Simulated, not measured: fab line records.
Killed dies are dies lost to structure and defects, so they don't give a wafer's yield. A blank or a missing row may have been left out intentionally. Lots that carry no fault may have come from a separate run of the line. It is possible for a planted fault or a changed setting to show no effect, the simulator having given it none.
Which tool is to blame?    flow n5 finfet    10 lots (28 wafers sampled), 1 step of a 1938-step route

## WHAT THE GAUGES READ, wafer by wafer
N5_BEOL_M4_RC_MEAS_101.
lot   measured      on         DIBL_N (mV/V)
L565  day 8 10:38   prober-01  34.2 35.1 32.4
L569  day 9 17:33   prober-02  35.4 36.6 31.5
L571  day 9 21:05   prober-01  37.5 34.3 36.0
L572  day 10 03:28  prober-01  37.2 33.1 36.8
L573  day 11 02:48  prober-01  35.8 37.1 34.8
L576  day 11 20:53  prober-01  33.4 38.8 36.5
L582  day 13 02:46  prober-02  34.6 38.4 37.3
L580  day 13 03:30  prober-01  38.2 37.5
L583  day 13 09:13  prober-01  32.5 40.5 35.3
L584  day 13 09:28  prober-02  34.6 36.5

## WHAT TOOL EACH LOT RAN ON (gives the tool, then ch and the chambers of the sampled wafers, and finally the start)
There is no process step in the record ahead of these readings.

## THE ANSWER, worked out from the rows above alone
Rule: the lots themselves supply what counts as usual. The widest of any qualifying gaps counts: lots, ordered by their means at a reading, are off when they make up no more than a third of the lots, leave a main group of 4 or more, and stand apart from it by 3 or more times the standard deviation of that group's means. If all means in a main group match to the digits the tables above print for the reading, that group is not used. Also off: a lot with no number at a reading for which 4 or more lots have one. Any other lot the step has rows for is counted as sound.
Across all readings shown, no lot is off: no conclusion can be drawn from this.

## WHAT THE SIMULATOR HAD INSERTED
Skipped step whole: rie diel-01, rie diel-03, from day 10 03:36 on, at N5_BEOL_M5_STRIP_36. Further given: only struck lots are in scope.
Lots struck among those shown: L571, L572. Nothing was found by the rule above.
